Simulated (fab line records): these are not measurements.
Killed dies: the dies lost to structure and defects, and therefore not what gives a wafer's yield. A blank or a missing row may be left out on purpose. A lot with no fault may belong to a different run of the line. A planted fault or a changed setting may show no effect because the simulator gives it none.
Comparing a struck lot with a sound one + flow n5_finfet + 16 steps out of a route of 1938
Sound: wafers L606.3, L606.4, L606.5. Struck: wafer L597.1 (L597.3, L597.6, from the same lot, were not struck and are left out); the cause is given at the end.
Order at every step that has rows: each side's tool, ch and its chambers, its first start. Under that, the readings that differ: sound wafers + struck wafers + difference of the means + sigmas: that difference in standard deviations of wafers without a fault.
alike: readings with means less than 2 such deviations apart, plus words and numbers identical on both sides. not compared: withheld readings, readings lacking a value on some wafer, bounds such as >300 that could conceal the same value, and numbers that have no deviation in the record and whose values overlap.
A row with sigmas, a row that says differs or no value, or rows on one side alone: a step with any of these is where the two part. When numbers do not overlap yet have no deviation, they are printed without sigmas and do not part them. A reading missing from all wafers of one side parts the sides only when that side holds two or more wafers.

first, 8 steps without rows for these wafers: N5_BEOL_M0_SAQP_COAT_72 (time 60 s, resist thk 15 nm); N5_BEOL_M0_SAQP_COAT_87 (time 60 s, resist thk 5 nm); N5_BEOL_M0_SAQP_COAT_34 (resist thk 30 nm); N5_BEOL_M0_SAQP_EBR_36; N5_BEOL_M0_SAQP_SOFTBAKE_35 (time 60 s); N5_BEOL_M0_SAQP_EXPOSE_37 (exposes mask M0 CUT1, target cd 30 nm); N5_BEOL_M0_SAQP_PEB_38 (peb time 60 s); N5_BEOL_M0_SAQP_DEVELOP_39 (develop time 30 s).
N5_BEOL_M0_SAQP_CD_MEAS_40: target cd 30 nm.
  sound on cd_sem-02 ch 0, day 9 03:44; struck on cd_sem-01 ch 0, day 6 18:50
  alike: cd_nm
N5_BEOL_M0_SAQP_OVL_MEAS_41:
  sound on overlay-01 ch 0, day 9 03:47; struck on overlay-01 ch 0, day 6 18:52
  alike: M0_CUT1_OVL
N5_BEOL_M0_SAQP_INSPECT_42: inspects for defects (brightfield).
  sound: defect_inspect-01 at day 9 03:50; struck: defect_inspect-02 at day 6 18:55
  alike: raw_defect_count
N5_BEOL_M0_SAQP_DESCUM_45: chemistry O2, time 7 s.
  sound on rie_diel-03 ch 2,3, day 9 03:59; struck on rie_diel-06 ch 0, day 6 18:57
| reading               | sound          | struck | difference | sigmas |
|-----------------------|----------------|--------|------------|--------|
| oes_product_au (a.u.) | 0.68 0.74 0.68 | 0.93   | +0.23      | +3     |
  alike: bias_power_w, drypump_motor_current_A, rf_vpp_V, showerhead_plenum_p_Torr, throttle_valve_pct
  not compared: rf_hours_counter_h
N5_BEOL_M0_SAQP_ETCH_88: etches underlayer in N2/H2, target depth 6.5 nm, time 5.2 s.
  sound on rie_diel-03 ch 2,3, day 9 04:01; struck on rie_diel-06 ch 0, day 6 18:59
| reading               | sound          | struck | difference | sigmas |
|-----------------------|----------------|--------|------------|--------|
| etch_rf_on_time_s (s) | 5.08 5.25 5.08 | 3.95   | -1.19      | -13    |
| oes_product_au (a.u.) | 0.59 0.64 0.58 | 0.92   | +0.32      | +5     |
  alike: drypump_motor_current_A, rf_vpp_V, showerhead_plenum_p_Torr, throttle_valve_pct
  not compared: rf_hours_counter_h
N5_BEOL_M0_SAQP_ETCH_73: etches SiARC in CF4, target depth 19.5 nm, time 32.5 s.
  sound on rie_diel-03 ch 2,3, day 9 04:02; struck on rie_diel-06 ch 0, day 6 19:00
| reading               | sound               | struck | difference | sigmas |
|-----------------------|---------------------|--------|------------|--------|
| mfc_ar_sccm (sccm)    | 99.95 100.15 100.18 | 99.44  | -0.65      | -2     |
| oes_product_au (a.u.) | 0.59 0.63 0.59      | 0.78   | +0.18      | +3     |
  alike: drypump_motor_current_A, etch_rf_on_time_s, rf_vpp_V, showerhead_plenum_p_Torr, throttle_valve_pct
  not compared: rf_hours_counter_h
-- the record jumps here: 2 days lie between the struck wafers' starts before and after (it left off in module BEOL_M0_SAQP and takes up again in module BEOL_M4, whose first step shown is number 1111 of the route) --
N5_BEOL_M4_RC_MEAS_101:
  sound on prober-02 ch 0, day 11 09:58; struck on prober-02 ch 0, day 9 03:23
  alike: DIBL_N, DIBL_P, IOFF_N, IOFF_P, ION_N, ION_P, SS_N, SS_P, VT_N, VT_P
-- a jump in the record: the struck wafers' starts before and after are 4 days apart (it breaks off in module BEOL_M4 and resumes in module PASSIVATION, where the first step shown is number 1936 of the route) --
N5_PASSIVATION_PROBE_49:
  sound: prober-02 at day 15 15:29; struck: prober-01 at day 13 05:09
  alike: defect_limited_yield, killed_at_M0_to_M3, killed_at_M4_up, killed_at_contacts, killed_at_front_end, killed_at_other, killed_dies, killed_on_rim, killed_open, killed_short, sort_bin_5_function, sort_bin_6_memory, sort_bin_8_speed, sort_n_pass, sort_yield_pct

WHERE THEY PART
Last at N5_BEOL_M0_SAQP_ETCH_73 as far as this record goes, first at N5_BEOL_M0_SAQP_DESCUM_45. Later steps at which nothing parts them and some readings are alike: N5_BEOL_M4_RC_MEAS_101, N5_PASSIVATION_PROBE_49.

WHY: what the simulator had put in
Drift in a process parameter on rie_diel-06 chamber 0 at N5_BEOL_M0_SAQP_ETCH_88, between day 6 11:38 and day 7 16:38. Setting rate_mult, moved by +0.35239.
